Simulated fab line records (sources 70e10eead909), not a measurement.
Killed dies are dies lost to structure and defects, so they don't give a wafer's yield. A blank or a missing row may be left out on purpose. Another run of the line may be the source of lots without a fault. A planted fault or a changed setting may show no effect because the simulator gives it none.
fab line records    flow nandHarc    part 1 of 2: steps 1 to 23 of 28
record lots=6  wafers=18  lastDay=29
route steps=1302 shown A_CHANNEL_HOLE_D2@581 END@1302
lots untouched by any fault: they come from a run of this same line in which no faults occurred
startH: hours from the record's first day to the start of the lot's first wafer shown    waitH: hours since the lot's step before    " repeats the value in the row above    L1.1+2: a single row standing in for several wafers    - value missing, or start not given    * or withheld: withheld    < > ~ a bound
route shown NAME@n: names a module that has steps shown in the file, with the first one's number in the route    usual: mean/standard deviation taken from wafers without a fault    same: alike in all rows    chamber/n: place in a boat    sites: per-site readings    _std_site: the standard deviation of these    _edge_site: the outer-site mean with the inner-site mean subtracted    radiusMm: how far each site lies from the wafer's centre    mask NAME#n: copy n    behind: tool/chamber where the wafer was last shaped    hold: why the lot was held/for how many hours/how that ended    device: names the non-switching transistor (n, p or np)    end of line: the route-end tests of the same wafers    step lacking rows: just its recipe    killed: dies lost to structure and defects at the first sort, not the wafer's yield    map: shows each die of a wafer: x if killed, . if not, _ if none is there
set.NAME: the run value of the setting; set.NAME@STEP: its run value at that earlier step    model.NAME: the simulator's own value behind a step, which no gauge read
a table for each step, a row for each wafer; lots at some steps of the route
services: the hour from which a tool's chamber was out of use, counted from the record's first day as startH (under 0 if before that day), plus the number of hours and why
## steps
# step NHARC_A_CHANNEL_HOLE_D2_DEVELOP_09
# recipe developTimeS=35  devTempC=23
# step NHARC_A_CHANNEL_HOLE_D2_CD_MEAS_10
# recipe targetCdNm=100  landingEnergyEv=500
# usual cdNm=99.8/0.74
lot.wafer  tool      chamber  startH  waitH  cdNm
L776.1     cdSem-01  0        299.07  -      100.7
L776.3     "         0        "       "      100.2
L776.4     "         0        "       "      100.4
L777.2     cdSem-01  0        317.22  -      98.7
L777.5     "         0        "       "      99.4
L777.6     "         0        "       "      98.3
L785.3     cdSem-02  0        400.79  -      98.9
L785.4     "         0        "       "      99.9
L785.5     "         0        "       "      100.1
L786.3     cdSem-02  0        410.18  -      100.5
L786.4     "         0        "       "      100.4
L786.5     "         0        "       "      100.6
L790.1     cdSem-02  0        442.60  -      99.9
L790.2     "         0        "       "      100.4
L790.3     "         0        "       "      99.7
L789.2     cdSem-02  0        443.43  -      99.9
L789.5     "         0        "       "      99.0
L789.6     "         0        "       "      99.2
# step NHARC_A_CHANNEL_HOLE_D2_OVL_MEAS_11
# usual overlayXNm=-0.1/0.74  overlayYNm=0.1/0.78
lot.wafer  tool        chamber  startH  waitH  overlayXNm  overlayYNm
L776.1     overlay-02  -        299.16  -      -0.5        -0.7
L776.3     "           -        "       "      0.0         -0.7
L776.4     "           -        "       "      -0.3        -1.1
L777.2     overlay-02  -        317.30  -      1.7         0.4
L777.5     "           -        "       "      1.8         1.0
L777.6     "           -        "       "      1.5         0.5
L785.3     overlay-01  -        400.87  -      -0.3        0.8
L785.4     "           -        "       "      0.2         0.7
L785.5     "           -        "       "      0.1         1.1
L786.3     overlay-01  -        410.26  -      0.3         -0.1
L786.4     "           -        "       "      -0.2        -0.4
L786.5     "           -        "       "      -0.2        0.1
L790.1     overlay-01  -        442.69  -      -0.7        -0.7
L790.2     "           -        "       "      -1.3        -0.3
L790.3     "           -        "       "      -0.7        -0.3
L789.2     overlay-02  -        443.52  -      -0.7        -0.4
L789.5     "           -        "       "      -0.7        -0.2
L789.6     "           -        "       "      -0.2        -0.1
# step NHARC_A_CHANNEL_HOLE_D2_INSPECT_12
# usual rawDefectCount=34/23
lot.wafer  tool              chamber  startH  waitH  rawDefectCount
L776.1     defectInspect-02  -        299.20  0.0    50
L776.3     "                 -        "       "      59
L776.4     "                 -        "       "      84
L777.2     defectInspect-02  -        317.34  0.0    6
L777.5     "                 -        "       "      8
L777.6     "                 -        "       "      6
L785.3     defectInspect-01  -        400.91  0.0    5
L785.4     "                 -        "       "      6
L785.5     "                 -        "       "      11
L786.3     defectInspect-02  -        410.30  0.0    65
L786.4     "                 -        "       "      53
L786.5     "                 -        "       "      69
L790.1     defectInspect-02  -        442.73  0.0    15
L790.2     "                 -        "       "      12
L790.3     "                 -        "       "      21
L789.2     defectInspect-01  -        443.55  0.0    59
L789.5     "                 -        "       "      75
L789.6     "                 -        "       "      53
# step NHARC_A_CHANNEL_HOLE_D2_DESCUM_15
# recipe timeS=3  o2FlowSccm=200  arFlowSccm=0  biasPowerW=0  chemistry=O2
# step NHARC_A_CHANNEL_HOLE_D2_ETCH_38
# recipe targetDepthA=390  overEtchFrac=0.3  timeS=65  ionEnergyEv=80  cf4FlowSccm=150  arFlowSccm=0  rfW=300  biasW=100  chemistry=CF4
# usual biasW=99.99/0.29  cf4FlowSccm=150.0/0.49  drypumpMotorCurrentA=5.8/0.46  oesProductAu=0.996/0.012  rfVppV=151.7/1.1  showerheadPlenumPTorr=1.80/0.06  throttleValvePct=13.284/0.0091
lot.wafer  tool        chamber  startH  waitH  biasW   cf4FlowSccm  drypumpMotorCurrentA  oesProductAu  rfHoursCounterH  rfVppV  showerheadPlenumPTorr  throttleValvePct
L776.4     rieDiel-09  3        299.34  0.1    99.54   150.5        6.3                   0.980         9.9              152.0   1.83                   13.265
L776.1     "           0        "       "      99.77   149.8        5.7                   0.992         7.5              153.9   1.90                   13.286
L776.3     "           2        "       "      99.99   149.6        5.1                   1.003         9.4              151.1   1.77                   13.279
L777.2     rieDiel-06  3        317.49  0.1    99.88   150.8        6.6                   0.990         0.0              150.0   1.74                   13.281
L777.5     "           2        "       "      100.26  149.9        5.7                   0.989         -                152.5   1.85                   13.291
L777.6     "           3        "       "      99.38   150.1        6.6                   0.988         -                152.5   1.74                   13.271
L785.4     rieDiel-09  0        401.06  0.1    100.02  150.3        5.7                   1.012         2.0              153.7   1.90                   13.275
L785.3     "           1        "       "      99.59   150.3        5.4                   0.981         2.2              151.6   1.87                   13.284
L785.5     "           0        "       "      99.90   149.2        5.7                   1.009         -                151.5   1.90                   13.290
L786.4     rieDiel-09  0        410.45  0.1    100.26  149.7        5.7                   1.016         3.0              153.1   1.90                   13.293
L786.3     "           1        "       "      99.84   150.9        5.4                   0.983         3.6              152.9   1.87                   13.277
L786.5     "           3        "       "      100.28  149.4        6.2                   0.989         -                153.0   1.83                   13.291
L790.2     rieDiel-05  1        442.89  0.1    99.96   150.6        6.3                   0.993         1.8              151.6   1.78                   13.271
L790.1     "           2        "       "      99.73   149.5        5.8                   0.978         2.7              151.7   1.82                   13.279
L790.3     "           3        "       "      100.19  150.3        6.3                   1.013         2.6              151.1   1.74                   13.290
L789.2     rieDiel-09  3        443.71  0.1    100.21  150.4        6.2                   0.993         5.6              151.5   1.83                   13.283
L789.5     "           0        "       "      99.94   150.0        5.7                   1.009         -                153.0   1.89                   13.276
L789.6     "           1        "       "      99.73   150.3        5.4                   0.977         -                151.5   1.87                   13.293
# step NHARC_A_CHANNEL_HOLE_D2_ETCH_39
# recipe targetDepthA=2600  overEtchFrac=0.3  timeS=325  ionEnergyEv=200  n2FlowSccm=150  h2FlowSccm=150  arFlowSccm=0  rfW=400  biasW=150  chemistry=N2/H2
# step NHARC_A_CHANNEL_HOLE_D2_ETCH_34
# recipe targetDepthA=1540  timeS=77  cf4FlowSccm=100  chf3FlowSccm=30  arFlowSccm=0  rfW=500  biasW=200  chemistry=CF4/CHF3
# usual biasW=200.0/0.63  cf4FlowSccm=100.01/0.28  drypumpMotorCurrentA=5.7/0.47  oesProductAu=0.949/0.024  rfVppV=371.4/1.9  showerheadPlenumPTorr=1.60/0.054  throttleValvePct=16.801/0.0094
lot.wafer  tool        chamber  startH  waitH  biasW  cf4FlowSccm  drypumpMotorCurrentA  oesProductAu  rfHoursCounterH  rfVppV  showerheadPlenumPTorr  throttleValvePct
L776.1     rieDiel-09  3        -       -      200.5  99.57        6.2                   0.904         10.1             373.1   1.63                   16.782
L776.3     "           0        "       "      198.8  99.98        5.7                   0.917         7.7              374.2   1.69                   16.793
L776.4     "           1        "       "      200.2  99.61        5.4                   0.933         8.5              374.1   1.67                   16.804
L777.2     rieDiel-06  2        -       -      200.8  100.17       5.7                   0.967         0.2              372.5   1.64                   16.799
L777.5     "           3        "       "      200.2  99.77        6.6                   0.959         -                369.6   1.55                   16.798
L777.6     "           0        "       "      200.0  100.06       5.6                   0.968         -                372.9   1.62                   16.800
L785.3     rieDiel-09  1        -       -      200.6  99.98        5.4                   0.939         2.4              372.3   1.67                   16.793
L785.4     "           0        "       "      200.3  99.70        5.7                   0.978         2.2              375.4   1.69                   16.800
L785.5     "           2        "       "      199.8  99.82        5.1                   0.955         -                371.6   1.58                   16.800
L786.3     rieDiel-09  1        -       -      200.5  100.19       5.4                   0.932         3.8              373.4   1.66                   16.788
L786.4     "           3        "       "      200.2  99.58        6.2                   0.951         2.9              374.1   1.63                   16.802
L786.5     "           2        "       "      200.0  100.01       5.1                   0.954         -                370.0   1.58                   16.795
L790.3     rieDiel-05  2        -       -      200.1  100.02       5.7                   0.910         2.9              373.3   1.62                   16.806
L790.2     "           3        "       "      201.2  99.95        6.3                   0.941         2.8              371.4   1.54                   16.797
L790.1     "           1        "       "      199.6  100.49       6.3                   0.918         2.0              371.0   1.58                   16.811
L789.2     rieDiel-09  1        -       -      200.5  100.21       5.3                   0.950         4.9              373.7   1.66                   16.794
L789.6     "           1        "       "      200.4  99.89        5.4                   0.943         -                372.6   1.66                   16.828
L789.5     "           3        "       "      199.6  99.97        6.2                   0.954         -                371.6   1.63                   16.804
# step NHARC_A_CHANNEL_HOLE_D2_ETCH_16
# recipe targetDepthA=31000  overEtchFrac=0.3  timeS=806  ionEnergyEv=150  o2FlowSccm=400  cosFlowSccm=20  arFlowSccm=0  rfW=500  biasW=300  chemistry=O2/COS
# usual biasW=299.9/0.88  chamberPressureMTorr=20.000/0.018  drypumpMotorCurrentA=5.7/0.46  oesProductAu=0.997/0.011  rfVppV=315.0/1.7  showerheadPlenumPTorr=3.18/0.11  throttleValvePct=28.331/0.0088
lot.wafer  tool        chamber  startH  waitH  biasW  chamberPressureMTorr  drypumpMotorCurrentA  oesProductAu  rfHoursCounterH  rfVppV  showerheadPlenumPTorr  throttleValvePct
L776.3     rieDiel-09  3        -       -      300.0  20.024                6.2                   0.987         10.3             314.9   3.24                   28.330
L776.1     "           1        "       "      300.2  20.007                5.4                   1.017         8.6              315.9   3.30                   28.334
L776.4     "           2        "       "      299.9  20.030                5.1                   1.003         9.6              314.4   3.13                   28.340
L777.2     rieDiel-06  3        -       -      300.9  19.994                6.6                   0.999         0.3              312.6   3.07                   28.321
L777.5     "           0        "       "      299.7  20.043                5.7                   0.999         -                315.0   3.21                   28.331
L777.6     "           1        "       "      299.5  20.000                5.1                   0.981         -                313.7   3.13                   28.320
L785.3     rieDiel-09  2        -       -      298.9  20.027                5.1                   1.000         2.2              313.7   3.13                   28.319
L785.4     "           1        "       "      300.1  20.013                5.4                   0.984         2.6              315.6   3.30                   28.320
L785.5     "           2        "       "      300.4  19.999                5.1                   1.002         -                314.6   3.13                   28.320
L786.3     rieDiel-09  3        -       -      298.8  19.970                6.3                   0.996         3.0              316.7   3.23                   28.326
L786.4     "           1        "       "      299.8  20.020                5.4                   0.986         4.0              317.8   3.30                   28.332
L786.5     "           2        "       "      301.7  19.970                5.2                   0.996         -                315.9   3.12                   28.339
L790.2     rieDiel-05  2        -       -      300.0  20.004                5.7                   0.982         3.0              316.3   3.22                   28.344
L790.3     "           3        "       "      299.6  20.009                6.3                   1.012         3.0              313.6   3.07                   28.345
L790.1     "           1        "       "      300.7  19.997                6.3                   0.980         2.2              315.5   3.14                   28.335
L789.2     rieDiel-09  3        -       -      298.6  20.001                6.2                   0.984         6.0              315.0   3.23                   28.335
L789.5     "           3        "       "      300.8  19.990                6.2                   0.994         -                315.5   3.23                   28.339
L789.6     "           0        "       "      300.1  19.984                5.7                   0.996         -                316.6   3.35                   28.312
# step NHARC_A_CHANNEL_HOLE_D2_CD_MEAS_18
# usual cdNm=99.1/2.6
lot.wafer  tool      chamber  startH  waitH  cdNm
L776.1     cdSem-01  -        300.36  -      97.2
L776.3     "         -        "       "      99.9
L776.4     "         -        "       "      96.8
L777.2     cdSem-01  -        318.51  -      97.0
L777.5     "         -        "       "      102.3
L777.6     "         -        "       "      97.0
L785.3     cdSem-01  -        402.08  -      101.6
L785.4     "         -        "       "      99.7
L785.5     "         -        "       "      102.7
L786.3     cdSem-02  -        411.48  -      101.9
L786.4     "         -        "       "      103.0
L786.5     "         -        "       "      97.1
L790.1     cdSem-02  -        444.11  -      102.1
L790.2     "         -        "       "      96.3
L790.3     "         -        "       "      99.2
L789.2     cdSem-03  -        444.93  -      100.3
L789.5     "         -        "       "      100.5
L789.6     "         -        "       "      96.8
# step NHARC_A_CHANNEL_HOLE_D2_ETCH_19
# recipe biasV=1200  sourceW=2500  pressureMtorr=15  timeS=34.5  arFlowSccm=375  c4f8FlowSccm=28.8  o2FlowSccm=96.2  tempC=-20  targetDepthA=*  chemistry=C4F8/O2/Ar
# step NHARC_A_CHANNEL_HOLE_D2_ETCH_20
# recipe biasV=3000  sourceW=withheld  pressureMtorr=20  timeS=361.9  arFlowSccm=375  c4f8FlowSccm=89.3  o2FlowSccm=35.7  tempC=-20  targetDepthA=16000  chemistry=C4F8/O2/Ar
# step NHARC_A_CHANNEL_HOLE_D2_ETCH_21
# recipe biasV=3000  sourceW=withheld  pressureMtorr=20  timeS=514.3  arFlowSccm=375  c4f8FlowSccm=89.3  o2FlowSccm=35.7  tempC=-20  targetDepthA=16000  chemistry=C4F8/O2/Ar
# usual c4f8FlowSccm=89.27/0.29  chamberPressureMTorr=20.000/0.019  drypumpMotorCurrentA=5.8/0.51  oesAirLineAu=1.001/0.019  showerheadPlenumPTorr=3.69/0.15  throttleValvePct=32.155/0.0091
lot.wafer  tool        chamber  startH  waitH  c4f8FlowSccm  chamberPressureMTorr  drypumpMotorCurrentA  oesAirLineAu  rfHoursCounterH  showerheadPlenumPTorr  throttleValvePct
L776.1     harEtch-01  1        304.03  0.3    89.66         19.997                6.1                   1.010         160              3.59                   32.144
L776.3     "           1        "       "      89.86         20.030                6.1                   1.024         -                3.59                   32.163
L776.4     "           0        "       "      89.06         19.983                5.7                   0.992         -                3.63                   32.159
L777.2     harEtch-02  1        319.08  0.3    89.57         20.029                6.4                   0.985         361              3.73                   32.153
L777.6     "           0        "       "      89.11         20.015                5.1                   1.007         -                3.93                   32.150
L777.5     "           1        "       "      89.29         19.997                6.4                   0.985         -                3.73                   32.145
L785.3     harEtch-02  1        402.72  0.3    89.36         20.005                6.4                   0.967         -                3.71                   32.166
L785.4     "           0        "       "      89.55         20.023                5.1                   1.008         -                3.91                   32.157
L785.5     "           1        "       "      88.91         20.013                6.4                   0.969         -                3.71                   32.162
L786.4     harEtch-02  1        412.12  0.3    89.35         20.001                6.5                   1.017         -                3.71                   32.163
L786.3     "           0        "       "      89.15         20.023                5.1                   0.965         -                3.91                   32.152
L786.5     "           1        "       "      88.97         20.005                6.4                   1.006         -                3.71                   32.145
L790.2     harEtch-02  1        446.62  0.3    -             -                     -                     -             -                -                      -
L790.1     "           0        "       "      -             -                     -                     -             -                -                      -
L790.3     "           1        "       "      -             -                     -                     -             -                -                      -
L789.2     harEtch-01  1        448.95  0.3    -             -                     -                     -             -                -                      -
L789.5     "           1        "       "      -             -                     -                     -             -                -                      -
L789.6     "           0        "       "      -             -                     -                     -             -                -                      -
# step NHARC_A_CHANNEL_HOLE_D2_ETCH_22
# recipe biasV=3000  sourceW=withheld  pressureMtorr=20  timeS=666.7  arFlowSccm=375  c4f8FlowSccm=89.3  o2FlowSccm=35.7  tempC=-20  targetDepthA=16000  chemistry=C4F8/O2/Ar
# step NHARC_A_CHANNEL_HOLE_D2_ETCH_23
# recipe biasV=5000  sourceW=withheld  pressureMtorr=20  timeS=819  arFlowSccm=375  c4f8FlowSccm=89.3  o2FlowSccm=35.7  tempC=-20  targetDepthA=16000  chemistry=C4F8/O2/Ar
# step NHARC_A_CHANNEL_HOLE_D2_ETCH_24
# recipe biasV=5000  sourceW=withheld  pressureMtorr=20  timeS=906.2  arFlowSccm=375  c4f8FlowSccm=93.8  o2FlowSccm=31.2  tempC=-20  targetDepthA=15000  chemistry=C4F8/O2/Ar
# step NHARC_A_CHANNEL_HOLE_D2_ETCH_25
# recipe biasV=5000  sourceW=withheld  pressureMtorr=20  timeS=1040.2  arFlowSccm=375  c4f8FlowSccm=93.8  o2FlowSccm=31.2  tempC=-20  targetDepthA=15000  chemistry=C4F8/O2/Ar
# step NHARC_A_CHANNEL_HOLE_D2_ETCH_26
# recipe biasV=300  sourceW=2000  pressureMtorr=30  timeS=224.1  arFlowSccm=375  c4f8FlowSccm=11.4  o2FlowSccm=113.6  tempC=-20  targetDepthA=3000  chemistry=C4F8/O2/Ar
# step NHARC_A_CHANNEL_HOLE_D2_ETCH_27
# recipe biasV=400  sourceW=2000  pressureMtorr=25  timeS=90  arFlowSccm=375  c4f8FlowSccm=41.7  o2FlowSccm=83.3  tempC=-20  targetDepthA=4000  chemistry=C4F8/O2/Ar
# usual biasV=399/3.9  c4f8FlowSccm=41.70/0.12  drypumpMotorCurrentA=5.8/0.52  oesAirLineAu=0.999/0.02  showerheadPlenumPTorr=3.73/0.15  throttleValvePct=27.620/0.0093
lot.wafer  tool        chamber  startH  waitH  biasV  c4f8FlowSccm  drypumpMotorCurrentA  oesAirLineAu  rfHoursCounterH  showerheadPlenumPTorr  throttleValvePct
L776.1     harEtch-01  1        307.56  0.2    398    41.53         6.1                   1.019         163              3.63                   27.628
L776.3     "           1        "       "      396    41.85         6.1                   1.038         -                3.63                   27.627
L776.4     "           0        "       "      396    41.91         5.7                   1.022         -                3.66                   27.618
L777.2     harEtch-02  1        322.60  0.2    395    41.69         6.4                   0.972         364              3.77                   27.617
L777.6     "           0        "       "      401    41.60         5.1                   0.974         -                3.98                   27.632
L777.5     "           1        "       "      398    41.83         6.4                   1.032         -                3.77                   27.632
L785.3     harEtch-02  1        406.21  0.2    398    41.61         6.4                   0.995         -                3.75                   27.616
L785.4     "           0        "       "      393    41.74         5.1                   0.970         -                3.96                   27.631
L785.5     "           1        "       "      400    41.46         6.4                   1.031         -                3.75                   27.618
L786.4     harEtch-02  1        415.58  0.2    396    41.65         6.4                   0.999         -                3.74                   27.616
L786.3     "           0        "       "      401    41.69         5.1                   0.993         -                3.95                   27.625
L786.5     "           1        "       "      390    41.55         6.4                   0.988         -                3.74                   27.634
L790.2     harEtch-02  1        450.19  0.2    403    41.78         6.4                   0.964         35               3.73                   27.618
L790.1     "           0        "       "      397    41.52         5.1                   1.018         35               3.94                   27.628
L790.3     "           1        "       "      402    41.59         6.4                   1.004         -                3.73                   27.625
L789.2     harEtch-01  1        452.53  0.2    402    41.92         6.1                   1.012         251              3.58                   27.609
L789.5     "           1        "       "      400    41.83         6.1                   1.004         -                3.58                   27.622
L789.6     "           0        "       "      400    42.01         5.7                   1.003         -                3.61                   27.625
# step NHARC_A_CHANNEL_HOLE_D2_STRIP_41
# recipe n2FlowSccm=150  h2FlowSccm=150  arFlowSccm=0  biasW=0  chemistry=N2/H2
# step NHARC_A_CHANNEL_HOLE_D2_STRIP_42
# recipe cf4FlowSccm=100  chf3FlowSccm=30  arFlowSccm=0  biasW=0  chemistry=CF4/CHF3
# step NHARC_A_CHANNEL_HOLE_D2_STRIP_43
# recipe o2FlowSccm=400  cosFlowSccm=20  arFlowSccm=0  biasW=0  chemistry=O2/COS
# step NHARC_A_CHANNEL_HOLE_D2_ETCH_44
# recipe targetDepthA=1400  overetchA=140  timeS=77  ionEnergyEv=100  cf4FlowSccm=80  o2FlowSccm=20  arFlowSccm=0  rfW=300  biasW=100  chemistry=CF4/O2
# usual biasW=99.96/0.27  cf4FlowSccm=80.02/0.21  drypumpMotorCurrentA=5.8/0.48  oesProductAu=0.995/0.011  rfVppV=198.3/1.3  showerheadPlenumPTorr=1.35/0.048  throttleValvePct=13.397/0.0089
lot.wafer  tool        chamber  startH  waitH  biasW   cf4FlowSccm  drypumpMotorCurrentA  oesProductAu  rfHoursCounterH  rfVppV  showerheadPlenumPTorr  throttleValvePct  model.A_CHANNEL_HOLE_D2.cdNm
L776.3     rieDiel-05  0        308.31  0.1    100.22  80.25        5.2                   1.001         3.9              197.1   1.26                   13.408            91.27
L776.1     "           1        "       "      100.01  79.66        6.3                   0.974         4.0              199.5   1.35                   13.399            90.24
L776.4     "           2        "       "      99.61   80.20        5.7                   0.996         3.8              199.1   1.38                   13.388            91.09
L777.2     rieDiel-05  3        323.33  0.1    100.11  80.08        6.3                   0.998         3.6              197.8   1.31                   13.395            88.11
L777.6     "           1        "       "      99.20   80.19        6.3                   0.980         -                197.8   1.35                   13.385            88.3
L777.5     "           2        "       "      100.03  79.60        5.7                   1.003         -                198.8   1.38                   13.404            88.5
L785.3     rieDiel-06  0        406.90  0.1    99.75   80.01        5.7                   1.004         4.3              197.8   1.37                   13.389            91.36
L785.4     "           1        "       "      99.88   79.89        5.1                   0.989         5.0              199.4   1.34                   13.405            90.87
L785.5     "           3        "       "      100.29  80.18        6.5                   0.994         -                197.0   1.31                   13.396            89.12
L786.4     rieDiel-05  3        416.27  0.1    100.14  79.94        6.3                   0.998         0.0              198.3   1.31                   13.397            90.71
L786.3     "           1        "       "      100.04  80.21        6.3                   0.978         0.0              198.5   1.34                   13.393            92.15
L786.5     "           3        "       "      100.68  79.85        6.3                   1.008         -                197.7   1.31                   13.403            91.29
L790.1     rieDiel-09  2        450.94  0.1    99.87   80.06        5.1                   1.006         6.5              199.9   1.34                   13.386            102.2
L790.2     "           3        "       "      99.77   79.79        6.2                   1.004         6.5              199.6   1.38                   13.394            96.12
L790.3     "           0        "       "      100.47  80.15        5.7                   1.008         6.5              199.8   1.44                   13.401            2.582
L789.2     rieDiel-06  1        453.29  0.1    99.79   79.72        5.1                   0.995         6.9              197.2   1.34                   13.404            100.5
L789.5     "           0        "       "      100.03  80.14        5.7                   1.004         -                198.1   1.37                   13.408            3
L789.6     "           1        "       "      100.11  79.86        5.1                   0.986         -                197.2   1.34                   13.401            2.019
## key
firstSign step=NHARC_A_CHANNEL_HOLE_D2_ETCH_21  reading=toolRecord  direction=missing
effect step=NHARC_A_CHANNEL_HOLE_D2_CD_MEAS_31  reading=visit  direction=added
effect step=NHARC_A_CHANNEL_HOLE_D2_CD_MEAS_31  reading=cdNm  direction=down  sigmas=48  usual=89.9  struck=1.2
modelEffect step=NHARC_A_CHANNEL_HOLE_D2_ETCH_44  value=A_CHANNEL_HOLE_D2.cdNm  without=90.92  struck=51.06
metAt NHARC_A_CHANNEL_HOLE_D2_ETCH_21
struckWafers L789.2,L789.5,L789.6,L790.1,L790.2,L790.3
scrappedBehind NHARC_A_CHANNEL_HOLE_D2_CD_MEAS_31 L789.2,L789.5,L789.6,L790.1,L790.2,L790.3
onsetBetween 412.12 446.62
fault kind=skippedStepWhole  tool=harEtch-01,harEtch-02  chamber=-  onsetH=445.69  steps=NHARC_A_CHANNEL_HOLE_D2_ETCH_21  scope=struckLotsOnly
